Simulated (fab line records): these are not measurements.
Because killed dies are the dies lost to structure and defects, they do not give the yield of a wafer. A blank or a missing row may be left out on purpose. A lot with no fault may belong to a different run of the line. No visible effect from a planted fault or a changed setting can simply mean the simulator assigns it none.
Comparing a struck lot with a sound one ; flow n5-finfet ; 15 out of 1938 route steps
Sound: the wafers L825.2, L825.4, L825.5. Struck: wafer L837.2. (L837.5 of the same lot was not struck and is left out.) The cause comes at the end.
Each step with rows lists, per side, the tool, then ch with its chambers, then its first start. Under that, the readings that differ: sound wafers ; struck wafers ; difference of the means ; sigmas: that difference in standard deviations of wafers without a fault.
alike: words and numbers the same on both sides, and readings whose means are apart by under 2 such deviations; not compared: readings that were withheld, readings missing a value for some wafer, numbers with overlapping values and no deviation given by the record, and bounds like >300 which may hide the same value.
Wherever a step has rows on one side only, a row that says differs or no value, or a row with sigmas, the two part there. Non-overlapping numbers with no deviation appear without sigmas and do not part them. A reading that every wafer of one side lacks parts them only if that side has two wafers or more.

first, 1 step without rows for these wafers: N5_BEOL_M1_DEVELOP_27 (develop time 30 s).
N5_BEOL_M1_CD_MEAS_28: target cd y 23.3 nm.
  sound on cd-sem-02 ch 0, day 7 20:45; struck on cd-sem-03 ch 0, day 10 23:39
  alike: cd-nm
N5_BEOL_M1_OVL_MEAS_29:
  sound on overlay-02 ch 0, day 7 20:47; struck on overlay-02 ch 0, day 10 23:41
  alike: V0_OVL
N5_BEOL_M1_INSPECT_30: inspects for defects (brightfield).
  sound on defect-inspect-01 at day 7 20:50; struck on defect-inspect-01 at day 10 23:44
  alike: raw-defect-count
N5_BEOL_M1_DESCUM_33: chemistry O2, time 7 s.
  sound on rie-diel-05 ch 0,1,2, day 7 20:52; struck on rie-diel-06 ch 1, day 10 23:46
  alike: chamber-pressure-mTorr, drypump-motor-current-A, oes-product-au, rf-vpp-V, showerhead-plenum-p-Torr, throttle-valve-pct
  not compared: rf-hours-counter-h
N5_BEOL_M1_ETCH_77: etches underlayer in N2/H2, target depth 6.5 nm, time 5.2 s.
  sound on rie-diel-05 ch 0,1,2, day 7 20:55; struck on rie-diel-06 ch 1, day 10 23:48
reading;sound;struck;difference;sigmas
etch-rf-on-time-s (s);5.05 4.97 4.84;5.28;+0.33;+2
  alike: chamber-pressure-mTorr, drypump-motor-current-A, oes-product-au, rf-vpp-V, showerhead-plenum-p-Torr, throttle-valve-pct
  not compared: rf-hours-counter-h
N5_BEOL_M1_ETCH_69: etches SiARC in CF4, target depth 15.6 nm, time 26 s.
  sound on rie-diel-05 ch 0,1,2, day 7 20:55; struck on rie-diel-06 ch 1, day 10 23:49
  alike: chamber-pressure-mTorr, drypump-motor-current-A, etch-rf-on-time-s, oes-product-au, rf-vpp-V, showerhead-plenum-p-Torr, throttle-valve-pct
  not compared: rf-hours-counter-h
N5_BEOL_M1_ALD_98: deposits SiO2, target thk 2.5 nm, pulse time 1 s, co reactant pulse time 1 s.
  sound on ald-sin-01 ch 0,2, day 7 21:00; struck on ald-sin-03 ch 3, day 10 23:54
  alike: heater-power-w, precursor-pulse-height-rel
N5_BEOL_M1_ETCHBACK_99: etches SiO2 in CHF3, target depth 5 nm, time 10.4 s.
  sound on rie-diel-05 ch 2,3, day 8 02:05; struck on rie-diel-06 ch 0, day 11 01:11
reading;sound;struck;difference;sigmas
oes_ar_750_au (a.u.);0.87 0.89 0.89;0.73;-0.15;-2
oes-product-au (a.u.);0.88 0.91 0.92;0.72;-0.18;-2
rf-vpp-V (V);240 250 251;235;-12;-3
  alike: chamber-pressure-mTorr, drypump-motor-current-A, showerhead-plenum-p-Torr, throttle-valve-pct
  not compared: rf-hours-counter-h
then, 3 steps without rows for these wafers: N5_BEOL_M1_ETCH_70 (etches SOC in N2/H2, target depth 80 nm, overetch 16 nm, time 120 s); N5_BEOL_M1_STRIP_71 (strips in N2/H2); N5_BEOL_M1_STRIP_78 (strips in N2/H2).
N5_BEOL_M1_VIA_ETCH_34: etches the open film in C4F6/O2, target depth 67.8 nm, time 64.4 s.
  sound on rie-diel-05 ch 2,3, day 8 02:14; struck on rie-diel-06 ch 0, day 11 01:19
reading;sound;struck;difference;sigmas
oes_ar_750_au (a.u.);0.87 0.90 0.91;0.73;-0.16;-2
oes-product-au (a.u.);0.87 0.91 0.91;0.63;-0.27;-3
rf-vpp-V (V);665 690 690;648;-34;-3
model.etch.depth-nm (nm);69.89 66.81 66.56;54.17;-13.58;
model.SOC_of_BEOL_M1_COAT_67.thk-nm (nm);51.6 52 52;53.4;+1.5;
  alike: chamber-pressure-mTorr, drypump-motor-current-A, showerhead-plenum-p-Torr, throttle-valve-pct
  not compared: rf-hours-counter-h
then, 1 step without rows for these wafers: N5_BEOL_M1_STRIP_83 (strips in C4F6/O2).
N5_BEOL_M4_RC_MEAS_101:
  sound on prober-02 ch 0, day 9 20:43; struck on prober-01 ch 0, day 12 15:49
reading;sound;struck;difference;sigmas
IOFF_P (nA/um);0.29 0.24 0.24;0.17;-0.09;-2
VT_P (mV);-245 -247 -248;-254;-7;-2
  alike: DIBL_N, DIBL_P, IOFF_N, ION_N, ION_P, SS_N, SS_P, VT_N

## WHERE THEY PART
Last at N5_BEOL_M4_RC_MEAS_101 as far as this record goes, first at N5_BEOL_M1_ETCH_77.

WHY: the cause the simulator had injected
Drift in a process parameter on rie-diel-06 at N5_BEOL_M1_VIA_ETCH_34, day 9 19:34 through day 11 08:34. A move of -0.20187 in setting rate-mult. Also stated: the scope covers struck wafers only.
